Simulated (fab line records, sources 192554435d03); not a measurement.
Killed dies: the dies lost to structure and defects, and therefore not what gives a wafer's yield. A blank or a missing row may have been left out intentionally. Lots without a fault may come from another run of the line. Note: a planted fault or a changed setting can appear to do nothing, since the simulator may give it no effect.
Comparing a struck lot with a sound one || flow n5Finfet || 23 out of 1938 route steps
Sound: wafers L655.3, L655.4, L655.6. Wafers L661.2, L661.3, L661.4 were the ones struck. Last of all comes the cause.
Each step with rows lists, per side, the tool, then ch with its chambers, then its first start. Under that, the readings that differ: sound wafers || struck wafers || difference of the means || sigmas: that difference in standard deviations of wafers without a fault.
alike: readings whose means differ by less than 2 such deviations, and words and numbers that are the same on both sides. not compared: withheld readings, readings that some wafer has no value for, bounds like >300 that may hide the same value, and numbers for which the record gives no deviation and whose values overlap.
The two part at a step that has a row with sigmas, a row that says differs or no value, or rows on one side only. Non-overlapping numbers with no deviation appear without sigmas and do not part them. Lack of a reading on every wafer of one side parts them only where that side has two or more wafers.

first, 9 steps without rows for these wafers: N5_MOL_CONTACT_COAG_SPUTTER_130 (material Co, target thk 47.5 nm); N5_MOL_CONTACT_COAG_PRECLEAN_125 (cleans in DIW, time 57.5 s); N5_MOL_CONTACT_COAG_SRD_126 (dry time 32 s); N5_MOL_CONTACT_COAG_CMP_23 (polishes, stops on SiO2, t overpolish 1.5 s, target thk 0 nm); N5_MOL_CONTACT_COAG_WET_ETCH_26 (target Co, target depth 13 nm); N5_MOL_CONTACT_COAG_WET_ETCH_116 (etches the open film in SC1-inhibited, target depth 4.6 nm, rinse time 30 s); N5_MOL_CONTACT_COAG_ALD_27 (deposits SiOC, target thk 17 nm, pulse time 1.5 s, time 2720 s); N5_MOL_CONTACT_COAG_CMP_28 (polishes, stops on SiNx, t overpolish 0.85 s, target thk 14.522 nm); N5_MOL_CONTACT_COAG_ALD_123 (deposits SiNx, target thk 5 nm, pulse time 1 s, purge time 2 s).
N5_MOL_CONTACT_COAG_PECVD_31: deposits SiO2 from TEOS/O2, target thk 46 nm, time 8.9 s.
  sound on pecvd-02 ch 0,1,2, day 5 15:53; struck on pecvd-02 ch 0,1,2, day 7 00:08
then, 9 steps without rows for these wafers: N5_MOL_CONTACT_COAG_COAT_75 (time 60 s, resist thk 60 nm); N5_MOL_CONTACT_COAG_COAT_76 (time 60 s, resist thk 10 nm); N5_MOL_CONTACT_COAG_COAT_77 (time 60 s, resist thk 10 nm); N5_MOL_CONTACT_COAG_COAT_78 (resist thk 40 nm); N5_MOL_CONTACT_COAG_EBR_80; N5_MOL_CONTACT_COAG_SOFTBAKE_79 (time 60 s); N5_MOL_CONTACT_COAG_EXPOSE_81 (exposes mask VG, defocus 0 nm); N5_MOL_CONTACT_COAG_PEB_82 (peb time 60 s); N5_MOL_CONTACT_COAG_DEVELOP_83 (develop time 30 s).
N5_MOL_CONTACT_COAG_INSPECT_57: inspects for defects (brightfield).
  sound: defectInspect-01 at day 5 16:26; struck: defectInspect-01 at day 7 00:41
{"reading": "rawDefectCount", "sound": "138 160 254", "struck": "1030 972 1033", "difference": "+828", "sigmas": "+16"}
then, 1 step without rows for these wafers: N5_MOL_CONTACT_COAG_DESCUM_88 (chemistry O2, time 7 s).
-- here the record skips 3 days between the struck wafers' starts before and after, leaving off in module MOL_CONTACT_COAG and picking up in module BEOL_M4 (first step shown: number 1111 of the route) --
N5_BEOL_M4_RC_MEAS_101:
  sound on prober-02 ch 0, day 9 08:33; struck on prober-02 ch 0, day 10 10:16
  alike: DIBL_N, DIBL_P, IOFF_N, IOFF_P, ION_N, ION_P, SS_N, SS_P, VT_N, VT_P
-- here the record skips 4 days between the struck wafers' starts before and after, leaving off in module BEOL_M4 and picking up in module PASSIVATION (first step shown: number 1936 of the route) --
N5_PASSIVATION_PROBE_49:
  record: rows for the struck wafers here (prober-02, day 14 19:57), none for the sound ones

WHERE THEY PART
Earliest at N5_MOL_CONTACT_COAG_INSPECT_57; latest, in this record, at N5_PASSIVATION_PROBE_49.

WHY: what had been put in by the simulator
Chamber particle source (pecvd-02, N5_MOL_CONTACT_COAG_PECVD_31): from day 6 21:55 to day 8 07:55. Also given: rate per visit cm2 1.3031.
